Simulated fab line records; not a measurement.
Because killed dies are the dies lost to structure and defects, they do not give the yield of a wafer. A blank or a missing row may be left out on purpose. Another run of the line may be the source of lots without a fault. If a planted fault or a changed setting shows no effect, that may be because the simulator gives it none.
Chamber matching | flow nandHarc | 4 sister chambers for NHARC_A_BLC_STRIP_29 on rieDiel-06
The step strips in CF4. 4 wafers are shown with their chamber, then 12 later ones without.

== EACH WAFER AND ITS CHAMBER ==
wafer  | chamber | showerheadPlenumPTorr (Torr)
L086.1 | 1       | 1.64
L091.4 | 0       | 1.75
L093.3 | 2       | 1.68
L093.5 | 3       | 1.70

== WAFERS WITH NO CHAMBER GIVEN ==
wafer  | showerheadPlenumPTorr (Torr)
L092.3 | 1.70
L092.4 | 1.64
L092.5 | 1.75
L094.2 | 1.64
L094.3 | 1.68
L094.4 | 1.70
L096.1 | 1.64
L096.2 | 1.74
L096.5 | 1.64
L097.2 | 1.74
L097.4 | 1.68
L097.6 | 1.64

== WHICH CHAMBER EACH ONE RAN IN ==
wafer  | from the rows above | in truth
L092.3 | 3                   | 3
L092.4 | 1                   | 1
L092.5 | 0                   | 0
L094.2 | 1                   | 1
L094.3 | 2                   | 2
L094.4 | 3                   | 3
L096.1 | 1                   | 1
L096.2 | 0                   | 0
L096.5 | 1                   | 1
L097.2 | 0                   | 0
L097.4 | 2                   | 2
L097.6 | 1                   | 1
Correct placement for 12 of the 12. Can't be placed from these rows: 0. 0 placed wrongly.
How it was worked out, from the rows above alone: a wafer's distance from a chamber is the root of the sum, over the readings, of the square of ((its reading less the chamber's mean) divided by the reading's scatter). The wafer belongs to the nearest chamber; if the next one is less than 2 further off, it can't be placed. Each chamber's mean is taken over the wafers shown for it. The scatter (one wafer shown for each chamber): square how far every hidden wafer sits from the nearest shown wafer, average those squares and take the square root.
